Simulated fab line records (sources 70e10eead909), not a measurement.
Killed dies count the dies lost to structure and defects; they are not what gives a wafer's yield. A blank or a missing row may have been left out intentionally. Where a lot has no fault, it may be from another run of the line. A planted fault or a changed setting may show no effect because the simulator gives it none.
Chamber matching :: flow nandHarc :: 3 sister chambers for NHARC_A_M1_PRE_CLEAN_32 on pecvd-01
The step time 12 s. 14 wafers are shown with their chamber, then 7 later ones without.

## WAFERS WITH THEIR CHAMBER
wafer: L130.1
chamber: 2
heaterPowerW (W): 687

wafer: L130.2
chamber: 1
heaterPowerW (W): 642

wafer: L130.5
chamber: 2
heaterPowerW (W): 694

wafer: L132.3
chamber: 0
heaterPowerW (W): 524

wafer: L132.4
chamber: 2
heaterPowerW (W): 677

wafer: L132.5
chamber: 1
heaterPowerW (W): 738

wafer: L136.1
chamber: 1
heaterPowerW (W): 726

wafer: L136.3
chamber: 2
heaterPowerW (W): 705

wafer: L136.4
chamber: 0
heaterPowerW (W): 531

wafer: L137.1
chamber: 0
heaterPowerW (W): 608

wafer: L137.3
chamber: 1
heaterPowerW (W): 705

wafer: L137.6
chamber: 2
heaterPowerW (W): 579

wafer: L141.1
chamber: 1
heaterPowerW (W): 609

wafer: L141.4
chamber: 2
heaterPowerW (W): 636

SIGNATURES, as means of the wafers listed above
reading: heaterPowerW
chamber 0: 554.33
chamber 1: 684.00
chamber 2: 663.00
scatter within a chamber: 50.6
Rule: for a wafer and a chamber, the distance is found by dividing, reading by reading, the gap between the wafer's reading and the chamber's mean by the reading's scatter, squaring, summing and taking the root. The wafer belongs to the nearest chamber; if the next one is less than 2 further off, it can't be placed. The scatter is the square root of a quotient: the sum, over the shown wafers, of each reading's squared deviation from its chamber's mean, divided by wafers minus chambers.

## WAFERS WHOSE CHAMBER IS MISSING
wafer: L141.5
heaterPowerW (W): 582

wafer: L145.1
heaterPowerW (W): 592

wafer: L145.2
heaterPowerW (W): 561

wafer: L145.6
heaterPowerW (W): 715

wafer: L149.2
heaterPowerW (W): 671

wafer: L149.3
heaterPowerW (W): 581

wafer: L149.6
heaterPowerW (W): 586

## CHAMBER TAKEN BY EACH
wafer: L141.5
from the rows above: can't be placed: 0 or 2 or 1
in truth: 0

wafer: L145.1
from the rows above: can't be placed: 0 or 2 or 1
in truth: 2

wafer: L145.2
from the rows above: can't be placed: 0 or 2
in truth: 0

wafer: L145.6
from the rows above: can't be placed: 1 or 2
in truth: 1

wafer: L149.2
from the rows above: can't be placed: 2 or 1
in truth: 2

wafer: L149.3
from the rows above: can't be placed: 0 or 2 or 1
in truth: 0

wafer: L149.6
from the rows above: can't be placed: 0 or 2 or 1
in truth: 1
Correctly placed: 0 of 7. These rows do not allow placing 7 (true chamber among the candidates in 7). Number placed wrongly: 0.
